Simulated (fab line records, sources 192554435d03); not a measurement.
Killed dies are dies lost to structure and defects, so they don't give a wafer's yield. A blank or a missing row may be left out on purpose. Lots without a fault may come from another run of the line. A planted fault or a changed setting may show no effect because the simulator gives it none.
fab line records | flow n5_finfet
record lots=7 wafers=21
route steps=1938 shown ZERO_LAYER@9 WELL_APT@39 FIN_SAQP@99
start_h: hours from the record's first day to the start of the lot's first wafer shown | wait_h: hours since the lot's step before | " the same as in the row above | L1.1+2: a row that stands for several wafers | - no value, or no start given | * or withheld: withheld | < > ~ a bound
route shown NAME@n: a module of which the file shows steps, and the number in the route of the first | usual: mean/standard deviation of fault-free wafers | same: alike in all rows | chamber/n: place in a boat | sites: the reading at each site | _std_site: their standard deviation | _edge_site: outer sites' mean less inner sites' | radius_mm: how far each site lies from the wafer's centre | mask NAME#n: copy n | behind: the tool/chamber that last shaped the wafer | hold: why the lot was held/for how many hours/how that ended | device: the transistor (n, p or np) that didn't switch | end of line: the same wafers' tests at the end of the route | a step without rows: its recipe alone | killed: dies lost to structure and defects at the first sort, not the wafer's yield | map: a wafer's dies, x killed, . not, _ none there
set.NAME: the setting as run; set.NAME@STEP: as run at that earlier step | model.NAME: the simulator's own value behind a step, which no gauge read
lots whose settings were changed on purpose; a table a step, a row a wafer
## steps
# step N5_ZERO_LAYER_EXPOSE_08
# recipe mask_id=ZERO na=0.55 source_shape=conventional sigma_outer=0.8 polarization=unpolarized defocus_nm=0 target_cd_nm=2000 dose_mj=16.2
# columns lot.wafer tool chamber start_h wait_h mask set.dose_mj
L077.2+6 krf_scanner-01 0 30.47 - ZERO#0 17.37
L077.4 " 0 " " ZERO#0 16.2
L078.1+6 krf_scanner-02 0 36.59 - ZERO#0 16.2
L078.5 " 0 " " ZERO#0 17.16
L079.4+5+6 krf_scanner-01 0 42.63 - ZERO#0 16.2
L082.1 krf_scanner-01 0 60.59 - ZERO#0 16.2
L082.4+6 " 0 " " ZERO#0 16.64
L084.3+4 krf_scanner-02 0 72.70 - ZERO#0 15.5
L084.5 " 0 " " ZERO#0 16.2
L086.2+3+4 krf_scanner-02 0 84.57 - ZERO#0 16.2
L089.1+5 krf_scanner-01 0 102.47 - ZERO#0 16.2
L089.3 " 0 " " ZERO#0 15.45
# step N5_ZERO_LAYER_DEVELOP_10
# recipe develop_time_s=60 rinse_liquid=diw dry=air_spin dev_temp_c=21
# columns lot.wafer tool chamber start_h wait_h set.develop_time_s
L077.2 litho_track-01 0 - - 60
L077.4+6 " 0 " " 72.73
L078.1+5+6 litho_track-04 0 - - 60
L079.4+5+6 litho_track-02 0 - - 60
L082.1+4+6 litho_track-02 0 - - 69.07
L084.3+4+5 litho_track-04 0 - - 60
L086.2+4 litho_track-04 0 - - 50.1
L086.3 " 0 " " 60
L089.1+3 litho_track-02 0 - - 63.55
L089.5 " 0 " " 60
# step N5_ZERO_LAYER_HARDBAKE_23
# recipe temp_c=130 time_s=120
# step N5_ZERO_LAYER_CD_MEAS_11
# recipe target_cd_nm=2000 landing_energy_ev=500 detector=se_inlens
# usual cd_nm=2001.6/2.5
# columns lot.wafer tool chamber start_h wait_h set.dose_mj@ZERO_LAYER_EXPOSE_08 cd_nm
L077.2 cd_sem-02 0 30.64 - 17.37 2016.0
L077.4 " 0 " " 16.2 2004.7
L077.6 " 0 " " 17.37 2016.9
L078.1 cd_sem-01 0 36.77 - 16.2 2000.8
L078.5 " 0 " " 17.16 2010.7
L078.6 " 0 " " 16.2 2002.0
L079.4 cd_sem-01 0 42.79 - 16.2 2003.0
L079.5 " 0 " " 16.2 2004.3
L079.6 " 0 " " 16.2 2001.7
L082.1 cd_sem-01 0 60.77 - 16.2 2005.8
L082.4 " 0 " " 16.64 2009.5
L082.6 " 0 " " 16.64 2010.3
L084.3 cd_sem-03 0 72.87 - 15.5 1993.5
L084.4 " 0 " " 15.5 1989.9
L084.5 " 0 " " 16.2 2001.4
L086.2 cd_sem-01 0 84.74 - 16.2 1997.4
L086.3 " 0 " " 16.2 2000.3
L086.4 " 0 " " 16.2 1995.8
L089.1 cd_sem-01 0 102.64 - 16.2 2001.9
L089.3 " 0 " " 15.45 1991.6
L089.5 " 0 " " 16.2 1999.3
# step N5_ZERO_LAYER_DESCUM_16
# recipe chemistry=O2 time_s=7.9 source_power_w=50 bias_power_w=20 pressure_mtorr=20 rf_frequency_hz=2.712e+07 temp_c=40 o2_flow_sccm=225
# columns lot.wafer tool chamber start_h wait_h set.dose_mj@ZERO_LAYER_EXPOSE_08 model.ZERO_LAYER.cd_nm
L077.2 rie_diel-01 3 30.68 0.0 17.37 2016
L077.4 " 0 " " 16.2 2005
L077.6 " 2 " " 17.37 2017
L078.1 rie_diel-01 1 36.80 0.0 16.2 2001
L078.5 " 3 " " 17.16 2011
L078.6 " 0 " " 16.2 2002
L079.4+6 rie_diel-06 2,1 42.82 0.0 16.2 2002
L079.5 " 0 " " 16.2 -
L082.1 rie_diel-05 0 60.81 0.0 16.2 2006
L082.4+6 " 2 " " 16.64 2010
L084.3 rie_diel-01 3 72.90 0.0 15.5 1994
L084.4 " 1 " " 15.5 1990
L084.5 " 1 " " 16.2 2002
L086.2 rie_diel-01 2 84.78 0.0 16.2 1997
L086.3 " 3 " " 16.2 2000
L086.4 " 0 " " 16.2 1996
L089.1 rie_diel-01 2 102.69 0.0 16.2 2002
L089.3 " 0 " " 15.45 1992
L089.5 " 2 " " 16.2 -
# step N5_ZERO_LAYER_ETCH_17
# recipe chemistry=CF4 target=SiO2 target_depth_a=120 time_s=13.3 ion_energy_ev=350 pressure_mtorr=40 source_w=450 bias_w=215 Ar_flow_sccm=100 cf4_flow_sccm=100
# columns lot.wafer tool chamber start_h wait_h set.dose_mj@ZERO_LAYER_EXPOSE_08 model.ZERO_LAYER.cd_nm
L077.2 rie_diel-01 3 30.72 0.0 17.37 2016
L077.4 " 0 " " 16.2 2005
L077.6 " 2 " " 17.37 2017
L078.1 rie_diel-01 1 36.84 0.0 16.2 2001
L078.5 " 3 " " 17.16 2011
L078.6 " 0 " " 16.2 2002
L079.4+6 rie_diel-06 2,1 42.86 0.0 16.2 2002
L079.5 " 0 " " 16.2 2004
L082.1 rie_diel-05 0 60.84 0.0 16.2 2006
L082.4 " 2 " " 16.64 2009
L082.6 " 2 " " 16.64 2010
L084.3 rie_diel-01 3 72.94 0.0 15.5 1994
L084.4 " 1 " " 15.5 1990
L084.5 " 1 " " 16.2 2002
L086.2 rie_diel-01 2 84.81 0.0 16.2 1997
L086.3 " 3 " " 16.2 2000
L086.4 " 0 " " 16.2 1996
L089.1 rie_diel-01 2 102.73 0.0 16.2 2001
L089.3 " 0 " " 15.45 1992
L089.5 " 2 " " 16.2 1999
# step N5_WELL_APT_EXPOSE_22
# recipe mask_id=PWELL na=0.8 source_shape=conventional sigma_outer=0.8 polarization=unpolarized defocus_nm=0 target_cd_nm=200 dose_mj=23.2
# columns lot.wafer tool chamber start_h wait_h mask set.dose_mj
L077.2+4 krf_scanner-02 0 35.36 - PWELL#0 23.2
L077.6 " 0 " " PWELL#0 24.54
L078.1+6 krf_scanner-02 0 38.75 - PWELL#0 21.71
L078.5 " 0 " " PWELL#0 23.2
L079.4+5+6 krf_scanner-01 0 44.81 - PWELL#0 23.2
L082.1+4 krf_scanner-02 0 63.09 - PWELL#0 22.76
L082.6 " 0 " " PWELL#0 23.2
L084.3+4+5 krf_scanner-02 0 74.76 - PWELL#0 23.2
L086.2+3+4 krf_scanner-01 0 86.88 - PWELL#0 24.58
L089.1+5 krf_scanner-01 0 104.66 - PWELL#0 22.33
L089.3 " 0 " " PWELL#0 23.2
# step N5_WELL_APT_PEB_23
# recipe peb_temp_c=130 peb_time_s=90
# columns lot.wafer tool chamber start_h wait_h set.peb_time_s
L077.2+4+6 litho_track-05 0 35.41 0.0 73.9
L078.1+5 litho_track-03 0 38.81 0.1 90
L078.6 " 0 " " 109.2
L079.4+5+6 litho_track-05 0 44.85 0.0 90
L082.1+4+6 litho_track-03 0 63.14 0.1 90
L084.3 litho_track-04 0 74.81 0.0 90
L084.4+5 " 0 " " 103.6
L086.2 litho_track-04 0 86.94 0.0 71.77
L086.3+4 " 0 " " 90
L089.1+3 litho_track-03 0 104.72 0.1 90
L089.5 " 0 " " 71.76
# step N5_WELL_APT_DEVELOP_24
# recipe develop_time_s=45 rinse_liquid=surfactant_rinse dry=air_spin dev_temp_c=21
# step N5_WELL_APT_HARDBAKE_29
# recipe temp_c=130 time_s=120
# step N5_WELL_APT_CD_MEAS_25
# recipe target_cd_nm=200 landing_energy_ev=500 detector=se_inlens
# usual cd_nm=200.2/1.9
# columns lot.wafer tool chamber start_h wait_h set.dose_mj@WELL_APT_EXPOSE_22 set.peb_time_s@WELL_APT_PEB_23 cd_nm
L077.2 cd_sem-03 0 35.52 - 23.2 73.9 192.7
L077.4 " 0 " " 23.2 73.9 191.8
L077.6 " 0 " " 24.54 73.9 202.5
L078.1 cd_sem-01 0 38.92 - 21.71 90 191.2
L078.5 " 0 " " 23.2 90 202.8
L078.6 " 0 " " 21.71 109.2 197.8
L079.4 cd_sem-02 0 44.97 - 23.2 90 200.6
L079.5 " 0 " " 23.2 90 198.3
L079.6 " 0 " " 23.2 90 198.8
L082.1 cd_sem-02 0 63.26 - 22.76 90 194.6
L082.4 " 0 " " 22.76 90 195.5
L082.6 " 0 " " 23.2 90 198.8
L084.3 cd_sem-02 0 74.93 - 23.2 90 203.1
L084.4 " 0 " " 23.2 103.6 206.1
L084.5 " 0 " " 23.2 103.6 206.7
L086.2 cd_sem-01 0 87.05 - 24.58 71.77 200.8
L086.3 " 0 " " 24.58 90 209.7
L086.4 " 0 " " 24.58 90 208.6
L089.1 cd_sem-01 0 104.83 - 22.33 90 192.3
L089.3 " 0 " " 23.2 90 200.7
L089.5 " 0 " " 22.33 71.76 184.1
# step N5_WELL_APT_DESCUM_30
# recipe chemistry=O2 time_s=7.9 source_power_w=50 bias_power_w=20 pressure_mtorr=20 rf_frequency_hz=2.712e+07 temp_c=40 o2_flow_sccm=225
# columns lot.wafer tool chamber start_h wait_h set.dose_mj@WELL_APT_EXPOSE_22 set.peb_time_s@WELL_APT_PEB_23 model.WELL_APT.cd_nm
L077.2 rie_diel-03 3 35.90 0.3 23.2 73.9 192.6
L077.4 " 0 " " 23.2 73.9 191.9
L077.6 " 0 " " 24.54 73.9 202.6
L078.1 rie_diel-04 0 39.33 0.3 21.71 90 191.4
L078.5 " 3 " " 23.2 90 202.4
L078.6 " 2 " " 21.71 109.2 197.6
L079.4 rie_diel-02 2 45.31 0.3 23.2 90 200.7
L079.5 " 1 " " 23.2 90 198.4
L079.6 " 0 " " 23.2 90 198.8
L082.1 rie_diel-04 2 63.37 0.1 22.76 90 194.6
L082.4 " 3 " " 22.76 90 195.5
L082.6 " 3 " " 23.2 90 198.7
L084.3 rie_diel-03 1 75.01 0.0 23.2 90 203.1
L084.4 " 0 " " 23.2 103.6 206.1
L084.5 " 0 " " 23.2 103.6 206.5
L086.2 rie_diel-04 2 87.18 0.1 24.58 71.77 200.3
L086.3 " 1 " " 24.58 90 209.5
L086.4 " 2 " " 24.58 90 208.5
L089.1 rie_diel-02 3 104.92 0.0 22.33 90 192.3
L089.3 " 1 " " 23.2 90 200.5
L089.5 " 0 " " 22.33 71.76 183.9
# step N5_FIN_SAQP_PECVD_48
# recipe material=SiNx target_thk_a=250 temp_c=400 precursor=SiH4/NH3/N2 pressure_torr=1.5 rf_w=300 time_s=22.1
# columns lot.wafer tool chamber start_h wait_h set.time_s model.SiNx_of_FIN_SAQP_PECVD_48.thk_nm
L077.2 pecvd-04 0 41.74 0.0 22.1 24.48
L077.4 " 2 " " 22.1 24.94
L077.6 " 1 " " 22.1 24.8
L078.1 pecvd-04 2 45.03 0.0 22.1 24.82
L078.5 " 1 " " 22.1 24.61
L078.6 " 2 " " 19.76 22.33
L079.4 pecvd-03 1 51.39 0.0 22.1 25.66
L079.5 " 2 " " 22.1 24.73
L079.6 " 0 " " 22.1 25.14
L082.1 pecvd-04 1 69.05 0.0 22.1 24.28
L082.4 " 1 " " 18.99 21.11
L082.6 " 0 " " 18.99 21.26
L084.3 pecvd-03 1 80.74 0.0 22.1 25.67
L084.4 " 0 " " 22.1 25.38
L084.5 " 1 " " 20.74 24.12
L086.2 pecvd-03 0 96.58 0.0 22.1 24.12
L086.3 " 2 " " 22.1 24.68
L086.4 " 0 " " 23.52 26.27
L089.1 pecvd-03 2 110.72 0.0 19.22 21.62
L089.3 " 0 " " 22.1 24.56
L089.5 " 0 " " 22.1 25.18
# step N5_FIN_SAQP_PECVD_06
# recipe material=a-Si target_thk_a=600 temp_c=400 precursor=SiH4/He pressure_torr=3 rf_w=100 time_s=48.1
# columns lot.wafer tool chamber start_h wait_h set.time_s model.a-Si_of_FIN_SAQP_PECVD_06.thk_nm
L077.2 pecvd-04 0 41.78 0.0 44.05 54.31
L077.4 " 2 " " 44.05 55.61
L077.6 " 1 " " 48.1 60.99
L078.1 pecvd-04 2 45.07 0.0 48.1 59.03
L078.5 " 1 " " 41.92 52.16
L078.6 " 2 " " 48.1 60.45
L079.4 pecvd-03 1 51.44 0.0 48.1 61.43
L079.5 " 2 " " 48.1 61.31
L079.6 " 0 " " 48.1 61.27
L082.1 pecvd-04 1 69.09 0.0 48.1 59.8
L082.4 " 1 " " 44.34 55.98
L082.6 " 0 " " 48.1 60.9
L084.3 pecvd-03 1 80.81 0.0 48.1 59.32
L084.4 " 0 " " 48.1 59.82
L084.5 " 1 " " 48.1 59.14
L086.2 pecvd-03 0 96.62 0.0 51 62.7
L086.3 " 2 " " 48.1 59.86
L086.4 " 0 " " 51 64.55
L089.1 pecvd-03 2 110.76 0.0 48.1 59.38
L089.3 " 0 " " 42.21 53
L089.5 " 0 " " 42.21 53.11
# step N5_FIN_SAQP_THK_MEAS_07
# usual thk_nm=60.1/0.8
# columns lot.wafer tool chamber start_h wait_h set.time_s@FIN_SAQP_PECVD_06 thk_nm
L077.2 film_metro-02 - 41.87 0.1 44.05 54.3
L077.4 " - " " 44.05 55.7
L077.6 " - " " 48.1 61.0
L078.1 film_metro-01 - 45.15 0.1 48.1 59.0
L078.5 " - " " 41.92 52.1
L078.6 " - " " 48.1 60.4
L079.4 film_metro-01 - 51.51 0.0 48.1 61.4
L079.5 " - " " 48.1 61.3
L079.6 " - " " 48.1 61.2
L082.1 film_metro-01 - 69.18 0.1 48.1 59.8
L082.4 " - " " 44.34 56.0
L082.6 " - " " 48.1 60.9
L084.3 film_metro-01 - 80.90 0.1 48.1 59.3
L084.4 " - " " 48.1 59.8
L084.5 " - " " 48.1 59.1
L086.2 film_metro-01 - 96.71 0.1 51 62.7
L086.3 " - " " 48.1 59.9
L086.4 " - " " 51 64.5
L089.1 film_metro-01 - 110.85 0.1 48.1 59.4
L089.3 " - " " 42.21 53.0
L089.5 " - " " 42.21 53.0
# step N5_FIN_SAQP_HM_DEP_72
# recipe material=SiO2 target_thk_a=120 temp_c=400 precursor=SiH4/N2O pressure_torr=0.75 rf_w=275 time_s=7.2
# step N5_FIN_SAQP_COAT_49
# recipe resist=SOC temp_c=250 time_s=60 spin_rpm=1500 resist_thk_nm=100
# step N5_FIN_SAQP_HM_OPEN_73
# recipe chemistry=CHF3/O2 target=SiO2 stop_on=a-Si target_depth_a=120 over_etch_frac=1.8 mask_material=SOC time_s=16.8 pressure_mtorr=30 source_w=650 bias_w=170 Ar_flow_sccm=200 CHF3_flow_sccm=50 O2_flow_sccm=5 ion_energy_ev=200 ends=end_point
# step N5_FIN_SAQP_STRIP_74
# recipe chemistry=CHF3/O2 resist=SiARC rf_frequency_hz=6e+07
# step N5_FIN_SAQP_MANDREL_ETCH_22
# recipe target_depth_a=600 chemistry=HBr/Cl2 target=a-Si stop_on=SiNx bt_time_s=10 over_etch_frac=0.5 time_s=30 pressure_mtorr=10 icp_w=800 bias_w=75 HBr_flow_sccm=150 Cl2_flow_sccm=80 ends=end_point
# usual oes_product_au=0.764/0.014
# columns lot.wafer tool chamber start_h wait_h set.time_s@FIN_SAQP_PECVD_48 set.time_s@FIN_SAQP_PECVD_06 oes_product_au model.etch.depth_nm model.SiNx_of_FIN_SAQP_PECVD_48.thk_nm
L077.2 rie_si-03 0 42.62 0.0 22.1 44.05 0.721 54.31 24.33
L077.4 " 3 " " 22.1 44.05 0.724 55.61 24.74
L077.6 " 3 " " 22.1 48.1 0.767 60.99 24.59
L078.1 rie_si-02 0 46.16 0.0 22.1 48.1 0.763 59.02 24.82
L078.5 " 3 " " 22.1 41.92 0.704 52.16 24.61
L078.6 " 0 " " 19.76 48.1 0.776 60.44 22.33
L079.4 rie_si-05 1 52.43 0.0 22.1 48.1 0.807 61.4 25.6
L079.5 " 0 " " 22.1 48.1 0.793 61.28 24.72
L079.6 " 1 " " 22.1 48.1 0.805 61.27 25.08
L082.1 rie_si-02 0 70.07 0.0 22.1 48.1 0.769 59.79 24.28
L082.4 " 1 " " 18.99 44.34 0.734 55.95 21.11
L082.6 " 2 " " 18.99 48.1 0.776 60.9 21.26
L084.3 rie_si-03 1 82.04 0.0 22.1 48.1 0.747 59.32 25.55
L084.4 " 0 " " 22.1 48.1 0.764 59.75 25.24
L084.5 " 0 " " 20.74 48.1 0.769 59.14 23.97
L086.2 rie_si-05 1 97.60 0.0 22.1 51 0.816 62.69 24.06
L086.3 " 0 " " 22.1 48.1 0.772 59.86 24.67
L086.4 " 3 " " 23.52 51 0.795 64.55 26.09
L089.1 rie_si-02 0 111.71 0.0 19.22 48.1 0.762 59.35 21.62
L089.3 " 1 " " 22.1 42.21 0.706 53 24.56
L089.5 " 2 " " 22.1 42.21 0.720 53.07 25.18
# step N5_FIN_SAQP_STRIP_55
# recipe chemistry=N2/H2 power_w=500 temp_c=40 pressure_mtorr=50 rf_frequency_hz=6e+07 overash_fraction=0.3 bias_power_w=28 h2_frac=0.5 n2_flow_sccm=300 h2_flow_sccm=300
# step N5_FIN_SAQP_STRIP_23
# recipe chemistry=SPM time_s=750 temp_c=130 h2so4_h2o2_vol_ratio=4
# step N5_FIN_SAQP_SRD_66
# recipe dry=ipa_marangoni time_s=30 temp_c=23 rinse_liquid=diw
# step N5_FIN_SAQP_RECESS_75
# recipe chemistry=HF/NH3 target=SiO2 target_depth_a=144 afs_cycles=3 temp_c=30 sublimation_temp_c=180 sublimation_time_s=60
# step N5_FIN_SAQP_SPACER1_ALD_24
# recipe material=SiO2 target_thk_a=203 temp_c=300 ald_precursor_family=BDEAS ald_co_reactant=O2-plasma pulse_time_s=1 purge_time_s=2 co_reactant_purge_time_s=2 ald_cycles=218 pressure_torr=2
# columns lot.wafer tool chamber start_h wait_h set.time_s@FIN_SAQP_PECVD_06 model.a-Si_of_FIN_SAQP_PECVD_06.thk_nm
L077.2 ald_sin-04 3 43.45 0.3 44.05 54.2
L077.4 " 3 " " 44.05 55.4
L077.6 " 2 " " 48.1 60.8
L078.1 ald_sin-03 3 48.15 1.4 48.1 58.8
L078.5 " 0 " " 41.92 52
L078.6 " 1 " " 48.1 60.2
L079.4+5 ald_sin-03 1,2 53.35 0.1 48.1 61.2
L079.6 " 3 " " 48.1 61
L082.1 ald_sin-01 0 71.28 0.7 48.1 59.6
L082.4 " 1 " " 44.34 55.8
L082.6 " 2 " " 48.1 60.8
L084.3 ald_sin-01 0 82.84 0.1 48.1 59.2
L084.4 " 2 " " 48.1 59.6
L084.5 " 0 " " 48.1 59
L086.2 ald_sin-04 1 99.07 0.9 51 62.6
L086.3 " 3 " " 48.1 59.6
L086.4 " 0 " " 51 64.4
L089.1 ald_sin-01 0 113.08 0.3 48.1 59.2
L089.3+5 " 3,1 " " 42.21 52.8
# step N5_FIN_SAQP_SPACER1_ETCHBACK_25
# recipe chemistry=CHF3/O2 mode=anisotropic_etchback target=SiO2 target_depth_a=244 time_s=12.2 pressure_mtorr=30 source_w=650 bias_w=170 Ar_flow_sccm=200 CHF3_flow_sccm=50 O2_flow_sccm=5 ion_energy_ev=200
# step N5_FIN_SAQP_MANDREL1_REMOVE_56
# recipe chemistry=HBr/Cl2/O2 bt_time_s=10 target=a-Si stop_on=SiNx endpoint=OES-SiCl over_etch_frac=1 icp_w=600 bias_w=22 HBr_flow_sccm=150 Cl2_flow_sccm=80 O2_flow_sccm=5 pressure_mtorr=10
# step N5_FIN_SAQP_ETCH_57
# recipe chemistry=CH3F/O2 target=SiNx mask_material=SiO2 target_depth_a=325 time_s=46.4 pressure_mtorr=30 source_w=395 bias_w=73 Ar_flow_sccm=150 CH3F_flow_sccm=30 O2_flow_sccm=20 ion_energy_ev=120 ends=cleared
# usual etch_rf_on_time_s=46.3/0.9
# columns lot.wafer tool chamber start_h wait_h set.time_s@FIN_SAQP_PECVD_48 etch_rf_on_time_s model.etch.depth_nm
L077.2 rie_diel-02 2 44.47 0.0 22.1 45.7 24.33
L077.4 " 1 " " 22.1 46.1 24.74
L077.6 " 1 " " 22.1 45.7 24.59
L078.1 rie_diel-04 0 49.26 0.1 22.1 46.9 24.82
L078.5 " 1 " " 22.1 46.3 24.61
L078.6 " 2 " " 19.76 41.8 22.33
L079.4 rie_diel-03 1 54.50 0.1 22.1 48.1 25.6
L079.5 " 3 " " 22.1 46.4 24.72
L079.6 " 0 " " 22.1 47.2 25.08
L082.1 rie_diel-02 2 72.44 0.2 22.1 46.0 24.28
L082.4 " 0 " " 18.99 38.6 21.11
L082.6 " 2 " " 18.99 40.1 21.26
L084.3 rie_diel-02 2 83.82 0.0 22.1 48.3 25.55
L084.4 " 0 " " 22.1 46.9 25.24
L084.5 " 0 " " 20.74 44.5 23.97
L086.2 rie_diel-04 2 100.07 0.0 22.1 45.5 24.06
L086.3 " 0 " " 22.1 47.2 24.67
L086.4 " 0 " " 23.52 49.5 26.09
L089.1 rie_diel-03 2 114.32 0.2 19.22 39.3 21.62
L089.3 " 3 " " 22.1 46.3 24.56
L089.5 " 1 " " 22.1 47.1 25.18
## key
split step=N5_ZERO_LAYER_EXPOSE_08 setting=dose_mj stated=16.2 by=wafer
response step=N5_ZERO_LAYER_CD_MEAS_11 reading=cd_nm change=+1.74 per=1% r=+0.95
response step=N5_ZERO_LAYER_DESCUM_16 reading=model.ZERO_LAYER.cd_nm change=+1.76 per=1% r=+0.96
response step=N5_ZERO_LAYER_ETCH_17 reading=model.ZERO_LAYER.cd_nm change=+1.71 per=1% r=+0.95
split step=N5_ZERO_LAYER_DEVELOP_10 setting=develop_time_s stated=60 by=wafer
response none clear
split step=N5_WELL_APT_EXPOSE_22 setting=dose_mj stated=23.2 by=wafer
response step=N5_WELL_APT_CD_MEAS_25 reading=cd_nm slope=+1.92 per=1% together_with=peb_time_s@WELL_APT_PEB_23 explained=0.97
response step=N5_WELL_APT_DESCUM_30 reading=model.WELL_APT.cd_nm slope=+1.89 per=1% together_with=peb_time_s@WELL_APT_PEB_23 explained=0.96
split step=N5_WELL_APT_PEB_23 setting=peb_time_s stated=90 by=wafer
response step=N5_WELL_APT_CD_MEAS_25 reading=cd_nm slope=+0.363 per=1% together_with=dose_mj@WELL_APT_EXPOSE_22 explained=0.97
response step=N5_WELL_APT_DESCUM_30 reading=model.WELL_APT.cd_nm slope=+0.366 per=1% together_with=dose_mj@WELL_APT_EXPOSE_22 explained=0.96
split step=N5_FIN_SAQP_PECVD_48 setting=time_s stated=22.1 by=wafer
response step=N5_FIN_SAQP_PECVD_48 reading=model.SiNx_of_FIN_SAQP_PECVD_48.thk_nm change=+0.236 per=1% r=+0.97
response step=N5_FIN_SAQP_MANDREL_ETCH_22 reading=model.SiNx_of_FIN_SAQP_PECVD_48.thk_nm change=+0.234 per=1% r=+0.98
response step=N5_FIN_SAQP_ETCH_57 reading=etch_rf_on_time_s change=* per=1% r=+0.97
response step=N5_FIN_SAQP_ETCH_57 reading=model.etch.depth_nm change=+0.234 per=1% r=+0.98
split step=N5_FIN_SAQP_PECVD_06 setting=time_s stated=48.1 by=wafer
response step=N5_FIN_SAQP_PECVD_06 reading=model.a-Si_of_FIN_SAQP_PECVD_06.thk_nm change=+0.584 per=1% r=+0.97
response step=N5_FIN_SAQP_THK_MEAS_07 reading=thk_nm change=* per=1% r=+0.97
response step=N5_FIN_SAQP_MANDREL_ETCH_22 reading=oes_product_au change=+0.00479 per=1% r=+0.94
response step=N5_FIN_SAQP_MANDREL_ETCH_22 reading=model.etch.depth_nm change=+0.584 per=1% r=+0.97
response step=N5_FIN_SAQP_SPACER1_ALD_24 reading=model.a-Si_of_FIN_SAQP_PECVD_06.thk_nm change=+0.586 per=1% r=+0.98
